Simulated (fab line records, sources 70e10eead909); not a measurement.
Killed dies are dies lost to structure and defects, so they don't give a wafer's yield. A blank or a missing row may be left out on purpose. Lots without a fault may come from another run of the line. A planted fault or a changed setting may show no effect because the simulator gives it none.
Chamber matching | flow nand_harc | NHARC_A_M1_CMP_23 on cmp-01: 4 sister chambers
The step polishes, t overpolish 20 s, target thk 154.34 nm. 8 wafers are shown with their chamber, then 7 later ones without.

WAFERS WITH THEIR CHAMBER
wafer  | chamber | motor_current_A (A) | time_to_endpoint_s (s)
L689.1 | 0       | 11.7                | 28.3
L692.1 | 0       | 11.2                | 24.9
L693.5 | 3       | 12.0                | 26.6
L701.1 | 2       | 12.2                | 29.3
L701.2 | 1       | 10.7                | 29.6
L701.5 | 2       | 13.1                | 27.9
L703.2 | 3       | 12.1                | 25.8
L703.3 | 1       | 10.9                | 27.8

WAFERS WITHOUT THEIR CHAMBER
wafer  | motor_current_A (A) | time_to_endpoint_s (s)
L703.5 | 12.6                | 25.4
L709.2 | 10.2                | 28.3
L709.4 | 11.2                | 26.1
L709.5 | 10.9                | 24.6
L712.1 | 10.5                | 28.5
L712.2 | 12.2                | 26.3
L712.6 | 11.0                | 25.9

WHICH CHAMBER EACH WENT THROUGH
wafer  | from the rows above          | in truth
L703.5 | can't be placed: 3 or 2 or 0 | 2
L709.2 | can't be placed: 1 or 0      | 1
L709.4 | can't be placed: 0 or 1 or 3 | 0
L709.5 | can't be placed: 0 or 1 or 3 | 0
L712.1 | 1                            | 1
L712.2 | can't be placed: 3 or 2 or 0 | 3
L712.6 | can't be placed: 0 or 1 or 3 | 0
Placed correctly: 1 of 7. Can't be placed from these rows: 6 (the true chamber is among the candidates in 6). Placed wrongly: 0.
How it was worked out, from the rows above alone: a wafer's distance from a chamber is the root of the sum, over the readings, of the square of ((its reading less the chamber's mean) divided by the reading's scatter). The wafer belongs to the nearest chamber; if the next one is less than 2 further off, it can't be placed. A chamber's mean is the mean of its shown wafers. The scatter: the root of (the sum of the squares of (reading less its chamber's mean) over the shown wafers, divided by (wafers less chambers)).
